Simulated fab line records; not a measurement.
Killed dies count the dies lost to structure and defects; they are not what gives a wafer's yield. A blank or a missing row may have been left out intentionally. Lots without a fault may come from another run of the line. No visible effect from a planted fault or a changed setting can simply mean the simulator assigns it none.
Check for tools in common -- flow nand-harc -- Sampled: 12 lots, 36 wafers

== WHAT PROMPTED THE OPENING ==
Flagged at NHARC_A_SGD_CUT_CD_MEAS_09: reading cd-nm, on 2 of 12 lots. No-fault wafers: 100.0 nm, standard deviation 0.59.
Rule: a lot is flagged in two cases, either no wafer of it has a number, or all its wafers with numbers fall more than 4 standard deviations from that mean. As for the other lots, they are considered sound.

lot,measured,on,"cd-nm (nm), wafer by wafer",flag
L323,day 13 03:44,cd-sem-03,101.0 99.6 99.7,
L325,day 14 08:07,cd-sem-02,99.6 99.4 99.7,
L324,day 14 08:31,cd-sem-02,99.7 100.1 100.2,
L326,day 14 08:41,cd-sem-02,101.0 100.5 99.8,
L327,day 14 20:52,cd-sem-01,99.8 98.8 99.5,
L328,day 14 21:12,cd-sem-03,99.6 99.4 100.1,
L332,day 16 10:30,cd-sem-03,101.6 100.0 99.4,
L338,day 17 17:46,cd-sem-01,100.3 99.2 99.2,
L342,day 18 23:12,cd-sem-02,112.0 111.7 111.9,FLAGGED
L343,day 19 00:34,cd-sem-03,108.4 107.0 108.0,FLAGGED
L346,day 19 12:04,cd-sem-02,100.1 99.5 101.8,
L345,day 19 20:41,cd-sem-02,99.9 100.3 101.0,
Average over the flagged lots: 109.8 nm; offset from the usual +9.8 nm, equal to +17 standard deviations.

== EACH LOT AND THE TOOL IT RAN ON ==
2 process steps preceding the reading are held in the record, out of 1159 steps in the route. Cell contents, in order: the tool; ch with the chambers the sampled wafers went through; the start.
lot,flag,NHARC_A_STAIRCASE_CMP_472,NHARC_A_SGD_CUT_EXPOSE_06
L323,,"cmp-03 ch 0,1,2, day 13 02:38","arfi-scanner-03 ch 0, day 13 03:36"
L325,,"cmp-03 ch 1,2, day 14 06:58","arfi-scanner-02 ch 0, day 14 07:59"
L324,,"cmp-02 ch 0,1,2, day 14 07:13","arfi-scanner-01 ch 0, day 14 08:23"
L326,,"cmp-03 ch 0,1,3, day 14 07:26","arfi-scanner-02 ch 0, day 14 08:32"
L327,,"cmp-02 ch 1,2,3, day 14 19:44","arfi-scanner-01 ch 0, day 14 20:43"
L328,,"cmp-02 ch 1,2,3, day 14 20:03","arfi-scanner-03 ch 0, day 14 21:03"
L332,,"cmp-04 ch 0,1, day 16 09:30","arfi-scanner-03 ch 0, day 16 10:22"
L338,,"cmp-03 ch 0,3, day 17 16:39","arfi-scanner-03 ch 0, day 17 17:37"
L342,FLAGGED,"cmp-03 ch 0,1,2, day 18 22:09","arfi-scanner-01 ch 0, day 18 23:04"
L343,FLAGGED,"cmp-04 ch 0,1,3, day 18 23:35","arfi-scanner-01 ch 0, day 19 00:26"
L346,,"cmp-02 ch 0,1,3, day 19 10:44","arfi-scanner-03 ch 0, day 19 11:55"
L345,,"cmp-04 ch 0,2,3, day 19 19:37","arfi-scanner-03 ch 0, day 19 20:33"
What these steps do:
- NHARC_A_STAIRCASE_CMP_472: polishes SiO2.
- NHARC_A_SGD_CUT_EXPOSE_06: exposes mask SGD.
- NHARC_A_SGD_CUT_CD_MEAS_09: target cd 100 nm.

== FLAGGED OVER TOTAL, TOOL BY TOOL (the gauges that took the reading come last) ==
step,tool,lots run,flagged,share of the flagged lots,sound lots run after its first flagged lot
NHARC_A_STAIRCASE_CMP_472,cmp-02,4,0,none,-
NHARC_A_STAIRCASE_CMP_472,cmp-03,5,1,some,0
NHARC_A_STAIRCASE_CMP_472,cmp-04,3,1,some,1 (L345)
NHARC_A_SGD_CUT_EXPOSE_06,arfi-scanner-01,4,2,all,0
NHARC_A_SGD_CUT_EXPOSE_06,arfi-scanner-02,2,0,none,-
NHARC_A_SGD_CUT_EXPOSE_06,arfi-scanner-03,6,0,none,-
NHARC_A_SGD_CUT_CD_MEAS_09,cd-sem-01,2,0,none,-
NHARC_A_SGD_CUT_CD_MEAS_09,cd-sem-02,6,1,some,"2 (L346,L345)"
NHARC_A_SGD_CUT_CD_MEAS_09,cd-sem-03,4,1,some,0

== WHAT THE TABLE PERMITS ==
All flagged lots share 1 row of the table, namely arfi-scanner-01 at NHARC_A_SGD_CUT_EXPOSE_06.
- arfi-scanner-01 at NHARC_A_SGD_CUT_EXPOSE_06 ran 4 lots, 2 of them flagged. Last sound lot L327 at day 14 20:43, first flagged lot L342 at day 18 23:04; a fault beginning in between fits. Its own readings lie more than 4 standard deviations out on every wafer of the flagged lots: exposure-dose-mJ-cm2.
What remains is a single tool, arfi-scanner-01 at NHARC_A_SGD_CUT_EXPOSE_06.

== WHAT THE SIMULATOR PUT IN ==
Process parameter drift: arfi-scanner-01, from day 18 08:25 on, at NHARC_A_SGD_CUT_EXPOSE_06. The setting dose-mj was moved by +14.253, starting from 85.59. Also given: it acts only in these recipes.
Shown lots that were struck: L342, L343. The rule given above showed the same thing.
